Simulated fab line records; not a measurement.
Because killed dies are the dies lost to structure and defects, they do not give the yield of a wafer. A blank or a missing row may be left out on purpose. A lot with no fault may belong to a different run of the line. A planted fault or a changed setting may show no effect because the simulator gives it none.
fab line records	flow n5_finfet
record lots=7	wafers=21
route steps=1938 shown BEOL_M9@1408 BEOL_M10@1509 BEOL_M11@1565 BEOL_M12@1616 BEOL_M13@1673 BEOL_M14@1730
start_h: hours from the record's opening day to when the first of the lot's shown wafers began	wait_h: how many hours have passed since the lot's step before this one	" identical to the entry in the row above	L1.1+2: a row that stands for several wafers	- value missing, or start not given	* or withheld: withheld	< > ~ a bound
route shown NAME@n: NAME is a module with steps in the file, n the number in the route of the first one	usual: mean/standard deviation taken from wafers without a fault	same: alike in all rows	chamber/n: place in a boat	sites: the reading at each site	_std_site: the standard deviation of these	_edge_site: inner sites' mean taken away from outer sites' mean	radius_mm: for every site, how far away it sits from the centre of the wafer	mask NAME#n: copy n	behind: the last tool/chamber to shape the wafer	hold: what put the lot on hold/how long, in hours/how the hold closed	device: transistor that didn't switch, given as n, p or np	end of line: the route-end tests of the same wafers	where a step has no rows: the recipe by itself	killed: dies lost to structure and defects at the first sort, not the wafer's yield	map: a wafer's dies, x killed, . not, _ none there
set.NAME: the setting the step ran with; set.NAME@STEP: the setting that earlier step ran with	model.NAME: the simulator's own value behind a step, which no gauge read
lots where settings were altered on purpose, with a table for each step and a row for each wafer
## steps
# step N5_BEOL_M9_COAT_05
# recipe resist=CAR-ArF	spin_rpm=1500	resist_thk_nm=90
lot.wafer	tool	chamber	start_h	wait_h	set.spin_rpm	model.CAR-ArF_of_BEOL_M9_COAT_05.thk_nm
L078.3	litho_track-04	0	-	-	1500	89.4
L078.4+5	"	0	"	"	1615	86.2
L081.1	litho_track-03	0	-	-	1500	90
L081.2+3	"	0	"	"	1500	89.6
L080.1+6	litho_track-03	0	-	-	1500	89.8
L080.3	"	0	"	"	1500	90
L083.2	litho_track-05	0	-	-	1370	93.6
L083.3	"	0	"	"	1500	89.6
L083.5	"	0	"	"	1500	89.8
L089.2	litho_track-04	0	-	-	1500	89.8
L089.4+6	"	0	"	"	1579	87.2
L090.2	litho_track-05	0	-	-	1500	89.4
L090.3	"	0	"	"	1500	89.2
L090.5	"	0	"	"	1567	87.4
L096.2	litho_track-03	0	-	-	1352	94.6
L096.3	"	0	"	"	1500	90.4
L096.4	"	0	"	"	1500	89.8
# step N5_BEOL_M9_EBR_07
# recipe solvent=PGMEA	ebr_width_mm=1.5
# step N5_BEOL_M9_SOFTBAKE_06
# recipe temp_c=110	time_s=60	resist=CAR-ArF
# step N5_BEOL_M9_EXPOSE_08
# recipe mask_id=M9	na=1.35	source_shape=dipole	sigma_inner=0.411	sigma_outer=0.611	polarization=te	dose_mj=53.75
# step N5_BEOL_M9_PEB_09
# recipe peb_temp_c=withheld	peb_time_s=60	resist=CAR-ArF
# step N5_BEOL_M9_DEVELOP_10
# recipe develop_time_s=30	developer=TMAH	resist=CAR-ArF	rinse_liquid=diw	dry=air_spin	dev_temp_c=23
lot.wafer	tool	chamber	start_h	wait_h	set.spin_rpm@BEOL_M9_COAT_05	model.CAR-ArF_of_BEOL_M9_COAT_05.thk_nm
L078.3	litho_track-03	0	-	-	1500	87.8
L078.4+5	"	0	"	"	1615	84.6
L081.1	litho_track-03	0	-	-	1500	88.2
L081.2	"	0	"	"	1500	87.8
L081.3	"	0	"	"	1500	88
L080.1	litho_track-04	0	-	-	1500	88
L080.3	"	0	"	"	1500	88.4
L080.6	"	0	"	"	1500	88.2
L083.2	litho_track-04	0	-	-	1370	92
L083.3	"	0	"	"	1500	88
L083.5	"	0	"	"	1500	88.2
L089.2	litho_track-04	0	-	-	1500	88
L089.4+6	"	0	"	"	1579	85.6
L090.2	litho_track-05	0	-	-	1500	87.8
L090.3	"	0	"	"	1500	87.6
L090.5	"	0	"	"	1567	85.8
L096.2	litho_track-04	0	-	-	1352	92.8
L096.3	"	0	"	"	1500	88.6
L096.4	"	0	"	"	1500	88
# step N5_BEOL_M9_DESCUM_16
# recipe chemistry=O2	time_s=7.9	source_power_w=50	bias_power_w=20	pressure_mtorr=20	rf_frequency_hz=2.712e+07	temp_c=40	resist=CAR-ArF	o2_flow_sccm=225
# step N5_BEOL_M9_ETCH_61
# recipe chemistry=CF4	target=SiARC	target_depth_a=390	mask_material=CAR-ArF	time_s=65	ion_energy_ev=80	pressure_mtorr=40	source_w=545	bias_w=36	Ar_flow_sccm=100	cf4_flow_sccm=100	ends=cleared
lot.wafer	tool	chamber	start_h	wait_h	set.spin_rpm@BEOL_M9_COAT_05	model.CAR-ArF_of_BEOL_M9_COAT_05.thk_nm
L078.3	rie_diel-01	2	235.67	0.0	1500	55
L078.4+5	"	3,0	"	"	1615	51.8
L081.1	rie_diel-01	3	252.47	0.0	1500	55.2
L081.2	"	0	"	"	1500	54.8
L081.3	"	2	"	"	1500	55
L080.1	rie_diel-02	0	253.95	0.0	1500	55
L080.3	"	2	"	"	1500	55.4
L080.6	"	0	"	"	1500	55.2
L083.2	rie_diel-02	1	258.29	0.0	1370	59.2
L083.3+5	"	2,1	"	"	1500	55.2
L089.2	rie_diel-01	1	305.65	0.0	1500	55.2
L089.4	"	0	"	"	1579	52.6
L089.6	"	2	"	"	1579	52.8
L090.2+3	rie_diel-01	2,3	313.00	0.0	1500	54.8
L090.5	"	0	"	"	1567	53
L096.2	rie_diel-02	0	353.06	0.0	1352	60
L096.3	"	2	"	"	1500	55.6
L096.4	"	0	"	"	1500	55
# step N5_BEOL_M9_ETCH_62
# recipe chemistry=N2/H2	target=SOC	target_depth_a=1100	overetch_a=220	mask_material=SiARC	temp_c=40	time_s=165	ion_energy_ev=200	pressure_mtorr=30	source_w=840	bias_w=150	n2_flow_sccm=200	h2_flow_sccm=200
# step N5_BEOL_M9_STRIP_68
# recipe chemistry=N2/H2	temp_c=40	n2_flow_sccm=200	h2_flow_sccm=200	rf_frequency_hz=6e+07
# step N5_BEOL_M9_STRIP_67
# recipe chemistry=CF4	resist=SiARC	power_w=300	bias_power_w=75	pressure_mtorr=50	cf4_flow_sccm=150	rf_frequency_hz=6e+07
# step N5_BEOL_M9_HM_OPEN_17
# recipe chemistry=Cl2/BCl3	target_depth_a=200	overetch_a=60	target=TiN	mask_material=SOC	ion_energy_ev=150	pressure_mtorr=10	icp_w=1000	bias_w=126	Cl2_flow_sccm=53.25	bcl3_flow_sccm=21.75	Ar_flow_sccm=25
lot.wafer	tool	chamber	start_h	wait_h	set.target_thk_a@BEOL_M9_HM_DEP_02	model.etch.depth_nm
L078.3	rie_metal-03	1	235.93	0.1	200	19.82
L078.4	"	0	"	"	200	19.8
L078.5	"	0	"	"	200	19.63
L081.1	rie_metal-01	1	252.71	0.0	177.8	17.91
L081.2	"	0	"	"	200	20.09
L081.3	"	0	"	"	200	20.06
L080.1	rie_metal-03	1	254.19	0.0	200	20.09
L080.3	"	1	"	"	200	20.22
L080.6	"	1	"	"	200	20.04
L083.2	rie_metal-03	1	258.56	0.1	200	19.69
L083.3	"	1	"	"	210.6	21.01
L083.5	"	1	"	"	210.6	21.03
L089.2	rie_metal-01	1	305.89	0.0	188.4	18.79
L089.4	"	1	"	"	188.4	19.04
L089.6	"	1	"	"	200	20.16
L090.2	rie_metal-02	0	313.24	0.0	176.4	17.67
L090.3	"	1	"	"	176.4	17.94
L090.5	"	0	"	"	176.4	17.86
L096.2	rie_metal-02	1	353.30	0.0	200	19.77
L096.3	"	0	"	"	178.4	17.93
L096.4	"	1	"	"	200	19.9
# step N5_BEOL_M9_STRIP_19
# recipe chemistry=O2	power_w=400	temp_c=40	pressure_mtorr=30	rf_frequency_hz=6e+07	bias_power_w=0	overash_fraction=0.2	o2_flow_sccm=225
# step N5_BEOL_M9_STRIP_73
# recipe chemistry=C4F6/O2	resist=SiARC	rf_frequency_hz=6e+07
# step N5_BEOL_M9_STRIP_36
# recipe chemistry=N2/H2	power_w=450	temp_c=40	pressure_mtorr=20	rf_frequency_hz=6e+07	overash_fraction=0.3	bias_power_w=7	h2_frac=0.5	n2_flow_sccm=200	h2_flow_sccm=200
# step N5_BEOL_M9_TRENCH_ETCH_37
# recipe chemistry=C4F6/O2	target_depth_a=1514.3	target=SiCOH_lowk	time_s=49	ion_energy_ev=250	pressure_mtorr=30	source_w=345	bias_w=185	Ar_flow_sccm=300	C4F6_flow_sccm=10	O2_flow_sccm=10
lot.wafer	tool	chamber	start_h	wait_h	set.target_thk_a@BEOL_M9_HM_DEP_02	model.TiN_of_BEOL_M9_HM_DEP_02.thk_nm
L078.3	rie_diel-06	0	-	-	200	15.6
L078.4	"	3	"	"	200	15.4
L078.5	"	3	"	"	200	15.2
L081.1	rie_diel-06	2	-	-	177.8	13.6
L081.2+3	"	3,0	"	"	200	15.8
L080.1+3+6	rie_diel-01	3,1,3	-	-	200	16
L083.2	rie_diel-02	2	-	-	200	15.6
L083.3+5	"	1,0	"	"	210.6	16.8
L089.2+4	rie_diel-02	2,0	-	-	188.4	14.8
L089.6	"	1	"	"	200	16
L090.2	rie_diel-06	2	-	-	176.4	13.4
L090.3+5	"	1	"	"	176.4	13.6
L096.2	rie_diel-02	1	-	-	200	15.6
L096.3	"	0	"	"	178.4	13.6
L096.4	"	1	"	"	200	15.8
# step N5_BEOL_M10_VIA_ETCH_34
# recipe chemistry=C4F6/O2	target=SiCOH_lowk	target_depth_a=1845	mask_material=SOC	taper_deg=4	time_s=69.2	ion_energy_ev=250	pressure_mtorr=30	source_w=345	bias_w=185	Ar_flow_sccm=300	C4F6_flow_sccm=10	O2_flow_sccm=10
lot.wafer	tool	chamber	start_h	wait_h	set.time_s	model.etch.depth_nm	model.SOC_of_BEOL_M10_COAT_63.thk_nm
L078.3	rie_diel-05	1	246.43	0.0	69.2	180.6	92.2
L078.4	"	3	"	"	79.57	214.1	90.2
L078.5	"	1	"	"	69.2	181.1	92
L081.1	rie_diel-05	1	263.10	0.0	69.2	180.9	92.2
L081.2	"	0	"	"	69.2	182.6	92
L081.3	"	2	"	"	69.2	184.8	92
L080.1	rie_diel-03	3	263.51	0.0	69.2	184.1	92.2
L080.3	"	0	"	"	69.2	177.3	92.4
L080.6	"	3	"	"	69.2	183.9	91.8
L083.2	rie_diel-04	3	268.55	0.0	63.28	171.4	92.2
L083.3	"	2	"	"	69.2	180.6	91.4
L083.5	"	3	"	"	63.28	171.5	92.2
L089.2	rie_diel-05	3	317.17	0.0	69.2	189.1	91
L089.4	"	2	"	"	69.2	182.9	91.8
L089.6	"	3	"	"	69.2	189.5	91
L090.2	rie_diel-03	1	328.89	0.0	83.45	222.7	90.8
L090.3	"	2	"	"	69.2	180.6	92.2
L090.5	"	2	"	"	83.45	218.3	90.8
L096.2	rie_diel-03	3	362.29	0.0	59.7	158.5	93
L096.3	"	0	"	"	69.2	185.1	91.8
L096.4	"	1	"	"	59.7	158.7	93
# step N5_BEOL_M10_ETCH_41
# recipe chemistry=CH3F/O2	target=SiCN	target_depth_a=426	taper_deg=2	time_s=86	ion_energy_ev=120	mask_material=TiN	pressure_mtorr=30	source_w=395	bias_w=75	Ar_flow_sccm=150	CH3F_flow_sccm=30	O2_flow_sccm=20
# usual rf_vpp_V=297.8/1.6
lot.wafer	tool	chamber	start_h	wait_h	set.source_w	rf_vpp_V
L078.3	rie_diel-05	1	-	-	395	293.5
L078.4	"	3	"	"	395	296.4
L078.5	"	1	"	"	445.7	285.3
L081.1	rie_diel-05	1	-	-	395	295.4
L081.2	"	0	"	"	454.6	285.4
L081.3	"	2	"	"	395	299.5
L080.1	rie_diel-03	3	-	-	395	296.0
L080.3	"	0	"	"	395	298.4
L080.6	"	3	"	"	395	296.3
L083.2	rie_diel-04	3	-	-	395	298.4
L083.3	"	2	"	"	395	295.4
L083.5	"	3	"	"	334.6	315.7
L089.2	rie_diel-05	3	-	-	395	296.0
L089.4	"	2	"	"	395	299.3
L089.6	"	3	"	"	395	297.8
L090.2	rie_diel-03	1	-	-	395	298.0
L090.3	"	2	"	"	415.1	294.6
L090.5	"	2	"	"	415.1	296.1
L096.2	rie_diel-03	3	-	-	395	297.6
L096.3	"	0	"	"	395	298.7
L096.4	"	1	"	"	447.2	286.3
# step N5_BEOL_M11_EXPOSE_25
# recipe mask_id=V10	na=1.35	source_shape=annular	sigma_inner=0.5	sigma_outer=0.8	polarization=unpolarized	dose_mj=85.5
lot.wafer	tool	chamber	start_h	wait_h	mask	set.dose_mj
L078.3+4	arfi_scanner-03	0	253.93	-	V10#0	85.5
L078.5	"	0	"	"	V10#0	91.89
L081.1+2	arfi_scanner-02	0	271.94	-	V10#0	85.5
L081.3	"	0	"	"	V10#0	81.79
L080.1+3+6	arfi_scanner-03	0	272.11	-	V10#0	85.5
L083.2	arfi_scanner-02	0	276.23	-	V10#0	85.5
L083.3+5	"	0	"	"	V10#0	80.88
L089.2+4	arfi_scanner-01	0	328.59	-	V10#0	83.21
L089.6	"	0	"	"	V10#0	85.5
L090.2+3	arfi_scanner-03	0	339.38	-	V10#0	89.66
L090.5	"	0	"	"	V10#0	85.5
L096.2	arfi_scanner-02	0	369.89	-	V10#0	85.5
L096.3+4	"	0	"	"	V10#0	82.82
# step N5_BEOL_M11_PEB_26
# recipe peb_temp_c=withheld	peb_time_s=60	resist=CAR-ArF
# step N5_BEOL_M11_DEVELOP_27
# recipe develop_time_s=30	developer=TMAH	resist=CAR-ArF	rinse_liquid=diw	dry=air_spin	dev_temp_c=23
# step N5_BEOL_M11_CD_MEAS_28
# recipe target_cd_nm=70	landing_energy_ev=500	detector=se_inlens	polarity=opening
# usual cd_nm=69.6/0.93
lot.wafer	tool	chamber	start_h	wait_h	set.dose_mj@BEOL_M11_EXPOSE_25	cd_nm
L078.3	cd_sem-02	0	254.05	-	85.5	69.6
L078.4	"	0	"	"	85.5	69.8
L078.5	"	0	"	"	91.89	75.3
L081.1	cd_sem-03	0	272.07	-	85.5	68.5
L081.2	"	0	"	"	85.5	69.5
L081.3	"	0	"	"	81.79	66.2
L080.1	cd_sem-01	0	272.24	-	85.5	71.6
L080.3	"	0	"	"	85.5	71.9
L080.6	"	0	"	"	85.5	70.9
L083.2	cd_sem-01	0	276.36	-	85.5	70.1
L083.3	"	0	"	"	80.88	66.0
L083.5	"	0	"	"	80.88	65.5
L089.2	cd_sem-01	0	328.72	-	83.21	67.8
L089.4	"	0	"	"	83.21	69.3
L089.6	"	0	"	"	85.5	68.8
L090.2	cd_sem-03	0	339.51	-	89.66	72.0
L090.3	"	0	"	"	89.66	74.7
L090.5	"	0	"	"	85.5	69.9
L096.2	cd_sem-01	0	370.01	-	85.5	70.1
L096.3	"	0	"	"	82.82	66.4
L096.4	"	0	"	"	82.82	66.2
# step N5_BEOL_M11_VIA_ETCH_34
# recipe chemistry=C4F6/O2	target=SiCOH_lowk	target_depth_a=1845	mask_material=SOC	taper_deg=4	time_s=69.2	ion_energy_ev=250	pressure_mtorr=30	source_w=345	bias_w=185	Ar_flow_sccm=300	C4F6_flow_sccm=10	O2_flow_sccm=10
lot.wafer	tool	chamber	start_h	wait_h	set.time_s	model.etch.depth_nm	model.SOC_of_BEOL_M11_COAT_63.thk_nm
L078.3	rie_diel-01	3	254.35	0.0	69.2	182.1	91.6
L078.4	"	1	"	"	69.2	178.9	91.8
L078.5	"	1	"	"	69.2	180.4	91.8
L081.1	rie_diel-06	1	272.37	0.0	75.51	201.7	91.4
L081.2	"	2	"	"	75.51	198.3	91.4
L081.3	"	0	"	"	69.2	185	92.2
L080.1	rie_diel-02	0	272.61	0.0	69.2	189.1	91.4
L080.3	"	1	"	"	69.2	180.2	92
L080.6	"	0	"	"	69.2	188.5	91.8
L083.2	rie_diel-06	2	276.65	0.0	74.29	194.1	91.4
L083.3	"	3	"	"	69.2	188.8	91.8
L083.5	"	3	"	"	69.2	186.1	91.8
L089.2	rie_diel-06	3	329.02	0.0	58.29	156.3	93.8
L089.4	"	2	"	"	69.2	182.8	92.4
L089.6	"	0	"	"	58.29	155.1	93.8
L090.2	rie_diel-06	0	339.80	0.0	76.64	205	91.4
L090.3	"	2	"	"	69.2	184.7	92.2
L090.5	"	0	"	"	69.2	186.3	92
L096.2	rie_diel-01	3	370.31	0.0	69.2	177.5	92.4
L096.3	"	0	"	"	69.2	181.8	92.4
L096.4	"	2	"	"	69.2	182.4	92.4
# step N5_BEOL_M12_ETCH_59
# recipe chemistry=N2/H2	target=BARC	target_depth_a=890	overetch_a=267	time_s=67.9	ion_energy_ev=200	pressure_mtorr=30	source_w=840	bias_w=150	n2_flow_sccm=200	h2_flow_sccm=200
# usual rf_vpp_V=524.4/2.6
lot.wafer	tool	chamber	start_h	wait_h	set.bias_w	rf_vpp_V
L078.3	rie_diel-05	1	259.13	0.0	140.2	498.6
L078.4	"	2	"	"	150	527.8
L078.5	"	0	"	"	150	526.9
L081.1	rie_diel-04	1	276.12	0.0	161.2	549.6
L081.2	"	2	"	"	150	519.2
L081.3	"	3	"	"	150	525.3
L080.1	rie_diel-03	2	278.82	0.0	150	527.4
L080.3	"	1	"	"	150	524.0
L080.6	"	3	"	"	150	521.3
L083.2	rie_diel-05	2	280.16	0.0	162.4	554.4
L083.3	"	1	"	"	162.4	546.0
L083.5	"	1	"	"	150	520.9
L089.2	rie_diel-04	0	333.07	0.0	150	526.4
L089.4	"	1	"	"	134.4	489.0
L089.6	"	1	"	"	150	523.7
L090.2	rie_diel-03	2	343.73	0.0	132.6	488.0
L090.3	"	3	"	"	132.6	482.7
L090.5	"	1	"	"	150	524.7
L096.2	rie_diel-05	0	373.82	0.0	150	527.3
L096.3	"	1	"	"	141.1	507.0
L096.4	"	3	"	"	141.1	502.0
# step N5_BEOL_M13_ETCH_59
# recipe chemistry=N2/H2	target=BARC	target_depth_a=890	overetch_a=267	time_s=67.9	ion_energy_ev=200	pressure_mtorr=30	source_w=840	bias_w=150	n2_flow_sccm=200	h2_flow_sccm=200
# usual rf_vpp_V=524.1/2.4
lot.wafer	tool	chamber	start_h	wait_h	set.bias_w	rf_vpp_V
L078.3	rie_diel-06	0	264.75	0.0	150	523.6
L078.4	"	2	"	"	130.9	482.1
L078.5	"	0	"	"	150	523.3
L081.1	rie_diel-01	3	280.65	0.0	150	526.1
L081.2	"	1	"	"	150	521.6
L081.3	"	0	"	"	150	524.1
L080.1	rie_diel-02	2	283.46	0.0	150	526.3
L080.3	"	1	"	"	150	520.9
L080.6	"	0	"	"	150	528.5
L083.2	rie_diel-06	0	287.73	0.0	168.2	562.0
L083.3	"	1	"	"	168.2	560.4
L083.5	"	3	"	"	168.2	563.4
L089.2	rie_diel-06	3	338.77	0.0	150	525.1
L089.4	"	0	"	"	150	521.1
L089.6	"	1	"	"	137.2	493.2
L090.2	rie_diel-02	1	348.94	0.0	161.7	545.4
L090.3	"	2	"	"	150	526.8
L090.5	"	0	"	"	161.7	554.1
L096.2	rie_diel-06	3	377.79	0.0	150	523.9
L096.3	"	2	"	"	176.3	582.6
L096.4	"	0	"	"	150	521.8
# step N5_BEOL_M14_ETCH_59
# recipe chemistry=N2/H2	target=BARC	target_depth_a=890	overetch_a=267	time_s=67.9	ion_energy_ev=200	pressure_mtorr=30	source_w=840	bias_w=150	n2_flow_sccm=200	h2_flow_sccm=200
lot.wafer	tool	chamber	start_h	wait_h	set.time_s	model.coat_of_BEOL_M14_COAT_04.thk_nm
L078.3	rie_diel-04	0	272.54	0.0	67.9	715.8
L078.4	"	3	"	"	67.9	716.6
L078.5	"	2	"	"	62.72	723.6
L081.1	rie_diel-05	2	286.81	0.0	67.9	714.6
L081.2	"	0	"	"	58.14	725.6
L081.3	"	1	"	"	67.9	719
L080.1	rie_diel-05	1	292.58	0.0	67.9	719.6
L080.3	"	0	"	"	67.9	720.2
L080.6	"	0	"	"	67.9	719.4
L083.2+5	rie_diel-04	2,3	293.94	0.0	56.32	729.2
L083.3	"	0	"	"	67.9	717.6
L089.2	rie_diel-04	3	343.66	0.0	67.9	720.6
L089.4	"	0	"	"	67.9	716.8
L089.6	"	0	"	"	81.57	703.6
L090.2+5	rie_diel-04	3,1	353.75	0.0	76.75	704
L090.3	"	0	"	"	76.75	702.4
L096.2	rie_diel-04	3	383.63	0.0	67.9	719.6
L096.3	"	1	"	"	67.9	719.4
L096.4	"	0	"	"	77.18	710.6
# step N5_BEOL_M14_COAT_65
# recipe resist=SOC	temp_c=250	time_s=60	spin_rpm=1500	resist_thk_nm=450
lot.wafer	tool	chamber	start_h	wait_h	set.spin_rpm	model.SOC_of_BEOL_M14_COAT_65.thk_nm
L078.3	litho_track-05	0	272.98	0.0	1576	437.8
L078.4	"	0	"	"	1500	448.4
L078.5	"	0	"	"	1576	436
L081.1+2	litho_track-05	0	287.25	0.0	1500	448.6
L081.3	"	0	"	"	1500	448.2
L080.1	litho_track-05	0	293.02	0.0	1500	449
L080.3	"	0	"	"	1500	448.4
L080.6	"	0	"	"	1500	448
L083.2	litho_track-04	0	294.37	0.0	1500	450.6
L083.3	"	0	"	"	1500	450.2
L083.5	"	0	"	"	1500	451.6
L089.2+4	litho_track-05	0	344.10	0.0	1500	449
L089.6	"	0	"	"	1500	449.6
L090.2	litho_track-03	0	354.19	0.0	1589	437
L090.3	"	0	"	"	1500	450.4
L090.5	"	0	"	"	1500	450
L096.2	litho_track-04	0	384.07	0.0	1500	448.4
L096.3	"	0	"	"	1544	441.2
L096.4	"	0	"	"	1544	440.8
## key
split step=N5_BEOL_M9_COAT_05	setting=spin_rpm	stated=1500	by=wafer
response step=N5_BEOL_M9_COAT_05	reading=model.CAR-ArF_of_BEOL_M9_COAT_05.thk_nm	change=-0.448	per=1%	r=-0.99
response step=N5_BEOL_M9_DEVELOP_10	reading=model.CAR-ArF_of_BEOL_M9_COAT_05.thk_nm	change=-0.444	per=1%	r=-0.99
response step=N5_BEOL_M9_ETCH_61	reading=model.CAR-ArF_of_BEOL_M9_COAT_05.thk_nm	change=-0.455	per=1%	r=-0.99
split step=N5_BEOL_M10_VIA_ETCH_34	setting=time_s	stated=69.2	by=wafer
response step=N5_BEOL_M10_VIA_ETCH_34	reading=model.etch.depth_nm	change=+1.94	per=1%	r=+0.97
response step=N5_BEOL_M10_VIA_ETCH_34	reading=model.SOC_of_BEOL_M10_COAT_63.thk_nm	change=-0.0886	per=1%	r=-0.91
split step=N5_BEOL_M10_ETCH_41	setting=source_w	stated=395	by=wafer
response step=N5_BEOL_M10_ETCH_41	reading=rf_vpp_V	change=-0.923	per=1%	r=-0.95
split step=N5_BEOL_M11_EXPOSE_25	setting=dose_mj	stated=85.5	by=wafer
response step=N5_BEOL_M11_CD_MEAS_28	reading=cd_nm	change=+0.738	per=1%	r=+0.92
split step=N5_BEOL_M11_VIA_ETCH_34	setting=time_s	stated=69.2	by=wafer
response step=N5_BEOL_M11_VIA_ETCH_34	reading=model.etch.depth_nm	change=+1.64	per=1%	r=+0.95
response step=N5_BEOL_M11_VIA_ETCH_34	reading=model.SOC_of_BEOL_M11_COAT_63.thk_nm	change=-0.0794	per=1%	r=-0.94
split step=N5_BEOL_M12_ETCH_59	setting=bias_w	stated=150	by=wafer
response step=N5_BEOL_M12_ETCH_59	reading=rf_vpp_V	change=+3.6	per=1%	r=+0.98
split step=N5_BEOL_M13_ETCH_59	setting=bias_w	stated=150	by=wafer
response step=N5_BEOL_M13_ETCH_59	reading=rf_vpp_V	change=+3.33	per=1%	r=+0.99
split step=N5_BEOL_M14_ETCH_59	setting=time_s	stated=67.9	by=wafer
response step=N5_BEOL_M14_ETCH_59	reading=model.coat_of_BEOL_M14_COAT_04.thk_nm	change=-0.703	per=1%	r=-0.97
split step=N5_BEOL_M14_COAT_65	setting=spin_rpm	stated=1500	by=wafer
response step=N5_BEOL_M14_COAT_65	reading=model.SOC_of_BEOL_M14_COAT_65.thk_nm	change=-2.28	per=1%	r=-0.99
split outside_this_file step=N5_BEOL_M9_HM_DEP_02 setting=target_thk_a
# split outside_this_file: this setting was split too, and the file shows its column; the key of that split is in another file
